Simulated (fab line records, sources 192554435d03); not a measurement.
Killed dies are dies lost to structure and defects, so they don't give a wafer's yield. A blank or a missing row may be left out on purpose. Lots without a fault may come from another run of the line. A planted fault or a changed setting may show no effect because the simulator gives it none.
Split-lot experiment | flow n5_finfet | 7 lots, 21 wafers read, on a route of 1938 steps

THE SPLIT
At N5_BEOL_M15_ILD_DEP_00 (deposits SiO2 from TEOS/O2, target thk 1629.3 nm, time 346.1 s), the setting time_s was moved away from the recipe's 346.1 s on 6 of the 21 wafers read, by -9.1% to +9.1%. The other wafers ran this setting at the recipe's value.

The file shows no step between the split and the reading.

THE READING
M15_ILD_THK, in nm, at N5_BEOL_M15_THK_MEAS_01. Fault-free wafers of this fab line usually give 1628 nm, standard deviation 25 nm.

wafer  | tool, chamber at the split | time_s as run, s | against the recipe | M15_ILD_THK, nm | against lot-mates on the recipe
L077.2 | pecvd-04, 1,0              | 346.1            | recipe             | 1621            | -
L077.3 | pecvd-04, 1,0              | 346.1            | recipe             | 1620            | -
L077.5 | pecvd-04, 2                | 346.1            | recipe             | 1658            | -
L080.2 | pecvd-02, 2                | 346.1            | recipe             | 1600            | -
L080.3 | pecvd-02, 1                | 346.1            | recipe             | 1591            | -
L080.4 | pecvd-02, 0                | 346.1            | recipe             | 1630            | -
L078.2 | pecvd-02, 0                | 314.6            | -9.1%              | 1468            | -175
L078.3 | pecvd-02, 2                | 346.1            | recipe             | 1627            | -
L078.5 | pecvd-02, 1                | 346.1            | recipe             | 1659            | -
L079.3 | pecvd-04, 2                | 346.1            | recipe             | 1606            | -
L079.4 | pecvd-04, 2                | 346.1            | recipe             | 1627            | -
L079.6 | pecvd-04, 1                | 346.1            | recipe             | 1640            | -
L086.1 | pecvd-04, 0                | 377.6            | +9.1%              | 1785            | +178
L086.2 | pecvd-04, 1                | 346.1            | recipe             | 1625            | -
L086.3 | pecvd-04, 2                | 346.1            | recipe             | 1589            | -
L090.3 | pecvd-04, 1                | 324.2            | -6.3%              | 1524            | no lot-mate on the recipe
L090.5 | pecvd-04, 0                | 324.2            | -6.3%              | 1560            | no lot-mate on the recipe
L090.6 | pecvd-04, 1                | 324.2            | -6.3%              | 1526            | no lot-mate on the recipe
L091.1 | pecvd-04, 2                | 346.1            | recipe             | 1594            | -
L091.4 | pecvd-04, 2                | 325.2            | -6.0%              | 1511            | -106
L091.6 | pecvd-04, 1                | 346.1            | recipe             | 1641            | -
Where a row lists several chambers, the file gives one row for several wafers and doesn't say which wafer went through which chamber.

THE FIT
A straight line over all 21 wafers: M15_ILD_THK changes by +16.2 nm for each +1% of time_s; r = +0.95; the points scatter about the line by 22 nm.
The same after taking each lot's own level away (the mean of its wafers on the recipe; 18 wafers): +19.1 nm for each +1%; r = +0.97; scatter 17 nm.
On that fit, the largest move of time_s shifts the reading by 1.7e+02 nm.
The lots' own levels span 1607.0 to 1643.0 nm, that is 1.4 times the standard deviation above.
So the lot-to-lot level changes the slope: the two fits differ.
Check: with one of the wafers moved furthest among these (-9.1%) left out of the fit, the line predicts -172 nm for it against its lot-mates. It came out at -175 nm against them.

OTHER SPLITS ON THESE WAFERS
These wafers also went through other splits before the reading. Each is held against what the fit with the lots' levels taken away leaves over:
other split on the same wafers | wafers away from the commonest value | r with M15_ILD_THK (lot level and that fit taken away)
N5_BEOL_M11_ETCH_62 time_s     | 3                                    | -0.03
N5_BEOL_M12_COAT_04 spin_rpm   | 7                                    | -0.13
N5_BEOL_M12_DESCUM_15 time_s   | 5                                    | -0.21
N5_BEOL_M14_ILD_DEP_00 time_s  | 8                                    | -0.29
N5_BEOL_M14_COAT_04 spin_rpm   | 6                                    | -0.09

THE WHOLE CHAIN: every reading that the file lists as answering this split, in the file's order
step                    | what it does                                                   | reading                                                                             | change (the file's fit)              | r (the file's)
N5_BEOL_M15_ILD_DEP_00  | deposits SiO2 from TEOS/O2, target thk 1629.3 nm, time 346.1 s | SiO2_of_BEOL_M15_ILD_DEP_00.thk_nm (the simulator's own value, which no gauge read) | +19.1 nm for each +1% of the setting | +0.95
N5_BEOL_M15_THK_MEAS_01 |                                                                | M15_ILD_THK                                                                         | +19.1 for each +1% of the setting    | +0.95

THE FILE'S OWN FIT
M15_ILD_THK changes by +19.1 nm for each +1% of time_s, r = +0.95.
